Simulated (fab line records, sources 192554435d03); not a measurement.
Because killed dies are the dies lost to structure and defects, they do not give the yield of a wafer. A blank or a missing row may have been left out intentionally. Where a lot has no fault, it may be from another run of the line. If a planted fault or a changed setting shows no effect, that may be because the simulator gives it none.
Chamber matching :: flow n5 finfet :: ald sin-04 running N5_DUMMY_GATE_ALD_02: 4 sister chambers
The step deposits SiO2, target thk 2 nm, pulse time 1 s. 8 wafers are shown with their chamber, then 9 later ones without.

== WAFERS WITH THEIR CHAMBER ==
wafer: L080.2
chamber: 3
heater power w (W): 505
precursor pulse height rel: 1.004

wafer: L083.1
chamber: 2
heater power w (W): 383
precursor pulse height rel: 1.027

wafer: L085.4
chamber: 1
heater power w (W): 625
precursor pulse height rel: 0.996

wafer: L085.5
chamber: 0
heater power w (W): 482
precursor pulse height rel: 0.992

wafer: L085.6
chamber: 3
heater power w (W): 501
precursor pulse height rel: 0.975

wafer: L087.2
chamber: 0
heater power w (W): 491
precursor pulse height rel: 0.976

wafer: L087.5
chamber: 1
heater power w (W): 615
precursor pulse height rel: 0.999

wafer: L087.6
chamber: 2
heater power w (W): 386
precursor pulse height rel: 0.978

== WAFERS WHOSE CHAMBER IS MISSING ==
wafer: L094.1
heater power w (W): 385
precursor pulse height rel: 0.992

wafer: L094.5
heater power w (W): 494
precursor pulse height rel: 0.978

wafer: L094.6
heater power w (W): 495
precursor pulse height rel: 0.995

wafer: L095.2
heater power w (W): 489
precursor pulse height rel: 1.001

wafer: L095.3
heater power w (W): 619
precursor pulse height rel: 1.001

wafer: L095.5
heater power w (W): 382
precursor pulse height rel: 0.987

wafer: L096.1
heater power w (W): 620
precursor pulse height rel: 0.975

wafer: L096.2
heater power w (W): 378
precursor pulse height rel: 0.989

wafer: L096.5
heater power w (W): 500
precursor pulse height rel: 1.007

== WHICH CHAMBER EACH ONE RAN IN ==
wafer: L094.1
from the rows above: 2
in truth: 2

wafer: L094.5
from the rows above: can't be placed: 0 or 3
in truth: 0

wafer: L094.6
from the rows above: can't be placed: 3 or 0
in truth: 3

wafer: L095.2
from the rows above: can't be placed: 0 or 3
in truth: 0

wafer: L095.3
from the rows above: 1
in truth: 1

wafer: L095.5
from the rows above: 2
in truth: 2

wafer: L096.1
from the rows above: 1
in truth: 1

wafer: L096.2
from the rows above: 2
in truth: 2

wafer: L096.5
from the rows above: can't be placed: 3 or 0
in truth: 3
Correctly placed: 5 of 9. From these rows, 4 cannot be placed; in 4 the true chamber is one of the candidates. 0 placed wrongly.
How it was worked out, from the rows above alone: a wafer's distance from a chamber is the root of the sum, over the readings, of the square of ((its reading less the chamber's mean) divided by the reading's scatter). If the next closest chamber is less than 2 further off than the closest, the wafer can't be placed; otherwise it belongs to the closest. The mean given for a chamber averages the wafers shown for that chamber. The scatter is the square root of a quotient: the sum, over the shown wafers, of each reading's squared deviation from its chamber's mean, divided by wafers minus chambers.
